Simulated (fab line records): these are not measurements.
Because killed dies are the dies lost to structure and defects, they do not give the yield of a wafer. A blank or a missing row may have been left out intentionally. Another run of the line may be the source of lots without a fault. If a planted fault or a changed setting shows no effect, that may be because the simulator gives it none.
Chamber matching ; flow nand-harc ; 4 sister chambers for NHARC_P_M2_STRIP_18 on rie-diel-11
The step strips in N2/H2. 16 wafers are shown with their chamber, then 8 later ones without.

## WAFERS, EACH WITH ITS CHAMBER
wafer;chamber;showerhead-plenum-p-Torr (Torr);drypump-motor-current-A (A);oes-product-au (a.u.)
L222.2;0;2.14;5.23;1.023
L222.3;3;1.99;5.03;0.999
L222.5;1;2.19;5.57;1.010
L223.2;1;2.19;5.61;1.007
L223.3;2;1.91;5.48;1.010
L223.5;1;2.19;5.61;1.018
L226.2;3;1.99;5.02;1.013
L226.4;2;1.91;5.53;1.015
L226.6;0;2.14;5.22;1.022
L227.2;3;1.98;5.02;1.007
L227.3;2;1.91;5.55;1.014
L227.6;3;1.98;5.02;0.997
L232.1;2;1.91;5.52;0.996
L232.3;3;1.98;5.07;0.991
L232.6;1;2.19;5.56;0.978
L231.1;3;1.98;5.04;0.999

SIGNATURES (means of the wafers above)
reading;chamber 0;chamber 1;chamber 2;chamber 3;scatter within a chamber
showerhead-plenum-p-Torr;2.1400;2.1900;1.9100;1.9833;0.00333
drypump-motor-current-A;5.2250;5.5875;5.5200;5.0333;0.0236
oes-product-au;1.02250;1.00325;1.00875;1.00100;0.011
Rule: a wafer's distance from a chamber is the root of the sum, over the readings, of the square of ((its reading less the chamber's mean) divided by the reading's scatter). If the next closest chamber is less than 2 further off than the closest, the wafer can't be placed; otherwise it belongs to the closest. The scatter is the square root of a quotient: the sum, over the shown wafers, of each reading's squared deviation from its chamber's mean, divided by wafers minus chambers.

## WAFERS WHOSE CHAMBER IS MISSING
wafer;showerhead-plenum-p-Torr (Torr);drypump-motor-current-A (A);oes-product-au (a.u.)
L231.3;2.19;5.58;0.986
L231.4;1.91;5.51;0.995
L239.3;2.18;5.56;0.994
L239.4;2.14;5.24;1.005
L239.5;2.19;5.58;0.981
L238.2;2.19;5.58;0.989
L238.3;2.14;5.24;1.000
L238.5;1.98;5.02;0.996

## WHICH CHAMBER EACH ONE RAN IN
wafer;from the rows above;in truth
L231.3;1;1
L231.4;2;2
L239.3;1;1
L239.4;0;0
L239.5;1;1
L238.2;1;1
L238.3;0;0
L238.5;3;3
Correct placement for 8 of the 8. Can't be placed from these rows: 0. Number placed wrongly: 0.
